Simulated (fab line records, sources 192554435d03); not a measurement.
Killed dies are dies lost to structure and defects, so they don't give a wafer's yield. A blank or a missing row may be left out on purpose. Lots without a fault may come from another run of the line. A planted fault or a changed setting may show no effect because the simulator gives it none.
Which tool did it? | flow n5_finfet | 24 lots, 72 wafers sampled, at 4 steps of a route of 1938

WHAT THE GAUGES READ, wafer by wafer
N5_BEOL_M2_THK_MEAS_53: measures by xrf.
lot  | measured     | on            | M2_THK (nm)
L074 | day 6 21:48  | film_metro-02 | 38.1 37.2 38.4
L075 | day 7 07:29  | film_metro-02 | 39.7 39.0 38.5
L077 | day 7 07:44  | film_metro-02 | 39.7 37.9 37.9
L076 | day 7 10:56  | film_metro-02 | 40.3 39.3 38.9
L079 | day 8 02:09  | film_metro-01 | 38.0 39.3 38.5
L080 | day 8 07:05  | film_metro-02 | 37.5 39.4 39.0
L078 | day 8 10:03  | film_metro-02 | 39.7 38.8 38.4
L081 | day 8 11:53  | film_metro-01 | 39.4 39.4 39.0
L082 | day 8 14:53  | film_metro-02 | 40.3 40.3 38.9
L083 | day 9 04:17  | film_metro-01 | 39.4 38.7 39.5
L084 | day 9 04:33  | film_metro-02 | 38.8 38.2 39.1
L085 | day 9 15:01  | film_metro-01 | 41.4 40.5 39.6
L086 | day 9 17:06  | film_metro-02 | 39.1 38.9 38.7
L087 | day 10 14:01 | film_metro-01 | 40.3 41.5 39.9
L088 | day 10 18:16 | film_metro-02 | 39.0 38.5 40.9
L090 | day 10 21:22 | film_metro-01 | 41.3 39.6 41.0
L089 | day 11 00:33 | film_metro-02 | 39.8 39.6 40.7
L091 | day 11 03:14 | film_metro-01 | 39.5 39.4 38.9
L092 | day 11 11:14 | film_metro-02 | 39.0 40.3 39.2
L093 | day 11 19:39 | film_metro-02 | 39.4 37.8 39.5
L094 | day 11 22:24 | film_metro-01 | 40.7 39.9 41.6
L095 | day 12 08:26 | film_metro-02 | 41.0 39.8 40.2
L096 | day 12 14:02 | film_metro-02 | 42.0 38.9 41.1
L097 | day 12 19:08 | film_metro-01 | 41.8 41.4 42.0

N5_BEOL_M3_INSPECT_13: inspects for defects (brightfield).
lot  | measured     | on                | raw_defect_count
L074 | day 7 00:04  | defect_inspect-01 | 280 386 180
L075 | day 7 10:04  | defect_inspect-01 | 495 491 488
L077 | day 7 10:10  | defect_inspect-01 | 370 310 463
L076 | day 7 14:08  | defect_inspect-01 | 670 356 476
L079 | day 8 06:38  | defect_inspect-01 | 302 411 365
L080 | day 8 10:07  | defect_inspect-02 | 577 628 549
L078 | day 8 11:55  | defect_inspect-02 | 329 326 416
L081 | day 8 16:56  | defect_inspect-02 | 395 399 359
L082 | day 8 17:25  | defect_inspect-01 | 436 476 347
L083 | day 9 05:17  | defect_inspect-02 | 418 354 371
L084 | day 9 06:02  | defect_inspect-01 | 435 409 362
L085 | day 9 19:15  | defect_inspect-01 | 462 645 511
L086 | day 9 19:37  | defect_inspect-01 | 313 393 389
L087 | day 10 15:44 | defect_inspect-01 | 304 293 332
L088 | day 10 21:05 | defect_inspect-01 | 468 440 456
L090 | day 10 22:49 | defect_inspect-01 | 330 294 395
L089 | day 11 03:04 | defect_inspect-01 | 444 715 640
L091 | day 11 07:04 | defect_inspect-01 | 358 409 375
L092 | day 11 12:34 | defect_inspect-02 | 426 283 354
L093 | day 11 22:53 | defect_inspect-02 | 353 400 366
L094 | day 12 00:14 | defect_inspect-01 | 393 382 318
L095 | day 12 10:41 | defect_inspect-01 | 393 372 357
L096 | day 12 17:34 | defect_inspect-02 | 370 436 385
L097 | day 12 21:07 | defect_inspect-01 | 313 344 307

N5_BEOL_M3_CD_MEAS_35: target cd 18 nm, target cd y 21 nm.
lot  | measured     | on        | cd_nm (nm)
L074 | day 7 10:34  | cd_sem-01 | 17.91 17.79 17.76
L075 | day 7 14:15  | cd_sem-02 | 18.15 18.40 17.88
L077 | day 7 13:46  | cd_sem-01 | 17.56 18.25 17.96
L076 | day 7 18:07  | cd_sem-01 | 17.70 17.49 17.87
L079 | day 8 16:44  | cd_sem-03 | 18.30 18.04 17.95
L080 | day 8 20:08  | cd_sem-01 | 17.69 17.56 17.62
L078 | day 8 21:01  | cd_sem-01 | 17.74 18.27 17.91
L081 | day 8 21:10  | cd_sem-01 | 18.47 18.59 17.58
L082 | day 8 22:26  | cd_sem-02 | 17.86 17.60 17.66
L083 | day 9 07:07  | cd_sem-02 | 17.67 17.95 18.13
L084 | day 9 08:33  | cd_sem-01 | 17.68 17.86 18.11
L085 | day 10 02:22 | cd_sem-01 | 18.31 17.84 17.73
L086 | day 10 05:40 | cd_sem-03 | 17.46 17.91 17.61
L087 | day 10 17:38 | cd_sem-01 | 17.89 17.52 17.90
L088 | day 10 23:01 | cd_sem-03 | 17.91 17.88 18.33
L090 | day 11 02:41 | cd_sem-03 | 18.17 17.58 18.27
L089 | day 11 08:02 | cd_sem-02 | 18.16 18.21 17.60
L091 | day 11 11:53 | cd_sem-01 | 17.77 17.90 18.17
L092 | day 11 14:30 | cd_sem-01 | 17.77 17.84 17.39
L093 | day 12 00:56 | cd_sem-03 | 17.75 17.30 18.55
L094 | day 12 05:28 | cd_sem-01 | 17.70 17.70 17.93
L095 | day 12 13:47 | cd_sem-02 | 18.07 17.62 17.72
L096 | day 12 20:22 | cd_sem-01 | 17.81 17.88 18.13
L097 | day 13 02:00 | cd_sem-01 | 18.34 18.38 18.11

WHICH TOOL RAN EACH LOT (tool, then ch and the chambers of the sampled wafers, then the start)
lot  | N5_BEOL_M3_ETCH_74
L074 | rie_diel-01 ch 0,2,3, day 7 00:08
L075 | rie_diel-01 ch 1,3, day 7 10:18
L077 | rie_diel-03 ch 1,3, day 7 10:25
L076 | rie_diel-03 ch 1,2,3, day 7 14:14
L079 | rie_diel-01 ch 1,2, day 8 06:43
L080 | rie_diel-03 ch 2,3, day 8 10:11
L078 | rie_diel-05 ch 1,2,3, day 8 11:59
L081 | rie_diel-03 ch 0,1,2, day 8 17:02
L082 | rie_diel-03 ch 0,2,3, day 8 17:29
L083 | rie_diel-01 ch 0,2, day 9 05:21
L084 | rie_diel-03 ch 0,3, day 9 06:05
L085 | rie_diel-03 ch 1,2,3, day 9 19:56
L086 | rie_diel-03 ch 1,2,3, day 9 20:12
L087 | rie_diel-05 ch 0,1, day 10 15:48
L088 | rie_diel-01 ch 0,3, day 10 21:09
L090 | rie_diel-05 ch 1,2,3, day 10 23:05
L089 | rie_diel-03 ch 0,1,2, day 11 03:08
L091 | rie_diel-05 ch 2,3, day 11 07:10
L092 | rie_diel-01 ch 0,1,3, day 11 12:38
L093 | rie_diel-05 ch 0,1, day 11 22:58
L094 | rie_diel-03 ch 1,2,3, day 12 00:19
L095 | rie_diel-01 ch 0,2,3, day 12 10:46
L096 | rie_diel-05 ch 0,2,3, day 12 17:38
L097 | rie_diel-01 ch 0,3, day 12 21:24
- N5_BEOL_M3_ETCH_74: etches underlayer in N2/H2, target depth 6.5 nm, time 5.2 s.

WHAT THE TOOLS THEMSELVES READ (means of the sampled wafers that have a number; where no wafer has one, the mark that the record gives instead)
N5_BEOL_M3_ETCH_74.
lot  | tool        | drypump_motor_current_A (A) | etch_rf_on_time_s (s) | oes_product_au (a.u.) | rf_fwd_power_W (W) | rf_vpp_V (V) | showerhead_plenum_p_Torr (Torr) | throttle_valve_pct (%)
L074 | rie_diel-01 | 5.8                         | 5.20                  | 0.61                  | 818.7              | 526          | 2.63                            | 18.06
L075 | rie_diel-01 | 5.5                         | 5.19                  | 0.72                  | 818.6              | 528          | 2.68                            | 17.62
L077 | rie_diel-03 | 5.3                         | 5.16                  | 0.65                  | 816.8              | 526          | 2.55                            | 17.69
L076 | rie_diel-03 | 5.3                         | 5.22                  | 0.65                  | 819.0              | 524          | 2.55                            | 17.69
L079 | rie_diel-01 | 6.2                         | 5.17                  | 0.68                  | 816.7              | 527          | 2.66                            | 18.04
L080 | rie_diel-03 | 5.2                         | 5.21                  | 0.65                  | 820.5              | 521          | 2.45                            | 17.69
L078 | rie_diel-05 | 6.3                         | 5.26                  | 0.61                  | 821.3              | 521          | 2.46                            | 18.05
L081 | rie_diel-03 | 5.3                         | 5.19                  | 0.62                  | 820.2              | 527          | 2.63                            | 17.77
L082 | rie_diel-03 | 5.3                         | 5.21                  | 0.63                  | 819.5              | 523          | 2.54                            | 17.76
L083 | rie_diel-01 | 6.1                         | 5.23                  | 0.59                  | 815.5              | 526          | 2.62                            | 18.16
L084 | rie_diel-03 | 5.3                         | 5.17                  | 0.61                  | 818.9              | 523          | 2.52                            | 17.82
L085 | rie_diel-03 | 5.3                         | 5.23                  | 0.64                  | 819.9              | 522          | 2.54                            | 17.72
L086 | rie_diel-03 | 5.3                         | 5.17                  | 0.64                  | 820.4              | 524          | 2.54                            | 17.73
L087 | rie_diel-05 | 5.1                         | 5.16                  | 0.75                  | 819.9              | 522          | 2.48                            | 17.73
L088 | rie_diel-01 | 5.6                         | 4.99                  | 0.84                  | 818.2              | 525          | 2.61                            | 17.62
L090 | rie_diel-05 | 6.3                         | 5.19                  | 0.68                  | 817.3              | 521          | 2.46                            | 17.94
L089 | rie_diel-03 | 5.3                         | 5.25                  | 0.61                  | 820.5              | 527          | 2.62                            | 17.80
L091 | rie_diel-05 | 6.4                         | 5.28                  | 0.61                  | 816.8              | 521          | 2.43                            | 17.95
L092 | rie_diel-01 | 5.6                         | 5.03                  | 0.79                  | 818.6              | 526          | 2.63                            | 17.58
L093 | rie_diel-05 | 5.1                         | 5.11                  | 0.74                  | 821.7              | 523          | 2.48                            | 17.72
L094 | rie_diel-03 | 5.3                         | 5.22                  | 0.62                  | 819.7              | 524          | 2.53                            | 17.74
L095 | rie_diel-01 | 5.8                         | 5.05                  | 0.74                  | 820.1              | 524          | 2.61                            | 17.85
L096 | rie_diel-05 | 5.9                         | 5.20                  | 0.65                  | 820.7              | 520          | 2.44                            | 17.85
L097 | rie_diel-01 | 5.3                         | 5.05                  | 0.78                  | 819.5              | 526          | 2.60                            | 17.57

THE ANSWER, worked out from the rows above alone
Rule: what is usual is taken from the lots themselves. Put in order of their means at a reading, lots are off if they are a third of the lots or fewer, leave a main group of 4 or more, and stand apart from it by a gap of 3 or more times the standard deviation of the main group's means; of several such gaps the widest counts. A main group whose means are all the same, to the digits that the tables above print for the reading, isn't used. A lot without any number at a reading at which 4 lots or more have one is off too. The other lots that the step has rows for count as sound. The gauges are gone through in route order, then the tools' own readings, and for those a lot's mean is taken as printed above. The first step at which some lot is off is used, and at that step the reading that is off furthest; a lot without a number counts as furthest.
No lot is off at any reading shown: from this, nothing can be told.

WHAT THE SIMULATOR HAD PUT IN
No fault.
